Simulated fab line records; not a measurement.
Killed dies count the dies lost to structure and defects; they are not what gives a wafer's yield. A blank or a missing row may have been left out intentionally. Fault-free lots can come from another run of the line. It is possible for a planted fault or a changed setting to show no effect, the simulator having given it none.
Which tool did it?	flow nand harc	30 wafers from 10 lots sampled at 5 of the route's 1302 steps

== WHAT THE GAUGES READ, wafer by wafer ==
NHARC_END_SORT_01.
lot	measured	on	killed at array
L588	day 25 08:41	prober-01	23 58 51
L589	day 26 00:08	prober-02	53 57 43
L591	day 26 20:17	prober-02	76 54 63
L593	day 28 08:52	prober-01	84 69 75
L603	day 31 19:05	prober-01	63 174 54

== WHICH TOOL RAN EACH LOT (tool, then ch and the chambers of the sampled wafers, then the start) ==
lot	NHARC_A_CONTACT_ETCH_31	NHARC_A_CONTACT_ETCH_92	NHARC_A_CONTACT_ETCH_98	NHARC_A_CONTACT_ETCH_110
L586	rie diel-01 ch 0,1,3, day 22 20:22 or earlier	rie diel-01 ch 0,2,3, day 22 20:22	rie diel-01 ch 2,3, day 22 20:54 or earlier	rie diel-04 ch 1,3, day 22 20:54
L588	rie diel-01 ch 0,1,3, day 23 10:26 or earlier	rie diel-01 ch 0,1,3, day 23 10:26	rie diel-01 ch 0,1,2, day 23 11:00 or earlier	rie diel-06 ch 0,1,2, day 23 11:00
L589	rie diel-06 ch 0,2,3, day 23 20:04 or earlier	rie diel-01 ch 1,2, day 23 20:04	rie diel-01 ch 1,3, day 23 21:00 or earlier	rie diel-01 ch 0,1,2, day 23 21:00
L591	rie diel-06 ch 0,1,3, day 24 20:27 or earlier	rie diel-04 ch 1,2,3, day 24 20:27	rie diel-04 ch 0,1, day 24 20:58 or earlier	rie diel-04 ch 0,1,3, day 24 20:58
L592	rie diel-04 ch 1,2,3, day 25 13:55 or earlier	rie diel-04 ch 0,1,3, day 25 13:55	rie diel-04 ch 1,2, day 25 14:23 or earlier	rie diel-04 ch 1,2, day 25 14:23
L593	rie diel-01 ch 1,2, day 26 04:16 or earlier	rie diel-01 ch 0,2,3, day 26 04:16	rie diel-01 ch 2,3, day 26 04:44 or earlier	rie diel-04 ch 0,3, day 26 04:44
L597	rie diel-06 ch 0,2,3, day 27 21:16 or earlier	rie diel-04 ch 0,1,2, day 27 21:16	rie diel-04 ch 1,2,3, day 27 21:47 or earlier	rie diel-01 ch 0,2,3, day 27 21:47
L603	rie diel-04 ch 0,1,3, day 29 19:55 or earlier	rie diel-04 ch 0,2,3, day 29 19:55	rie diel-04 ch 0,1,3, day 29 20:25 or earlier	rie diel-04 ch 0,1,3, day 29 20:25
L606	rie diel-06 ch 1,3, day 30 22:56 or earlier	rie diel-04 ch 0,1, day 30 22:56	rie diel-04 ch 0,2, day 30 23:26 or earlier	rie diel-01 ch 1,3, day 30 23:26
L608	rie diel-04 ch 1,2,3, day 32 17:28 or earlier	rie diel-04 ch 2,3, day 32 17:28	rie diel-04 ch 1,2, day 32 17:58 or earlier	rie diel-04 ch 0,3, day 32 17:58
- NHARC_A_CONTACT_ETCH_31: etches the open film in O2/COS, target depth 2800 nm, time 728 s.
- NHARC_A_CONTACT_ETCH_92: etches the open film in CH3F/O2, target depth 40 nm, time 85.7 s.
- NHARC_A_CONTACT_ETCH_98: etches the open film in C4F6/O2, target depth 20 nm, time 10 s.
- NHARC_A_CONTACT_ETCH_110: etches the open film in CF4/O2, target depth 60 nm, overetch 6 nm, time 33 s.

== THE ANSWER, worked out from the rows above alone ==
Rule: usual is defined by the lots themselves. The widest of any qualifying gaps counts: lots, ordered by their means at a reading, are off when they make up no more than a third of the lots, leave a main group of 4 or more, and stand apart from it by 3 or more times the standard deviation of that group's means. The tables above print the reading to a certain number of digits; a main group whose means all agree to those digits is not used. Also off: a lot with no number at a reading for which 4 or more lots have one. Any other lot the step has rows for is counted as sound.
Nothing can be told from this: no lot is off at any reading shown.

== WHAT THE SIMULATOR HAD PUT IN ==
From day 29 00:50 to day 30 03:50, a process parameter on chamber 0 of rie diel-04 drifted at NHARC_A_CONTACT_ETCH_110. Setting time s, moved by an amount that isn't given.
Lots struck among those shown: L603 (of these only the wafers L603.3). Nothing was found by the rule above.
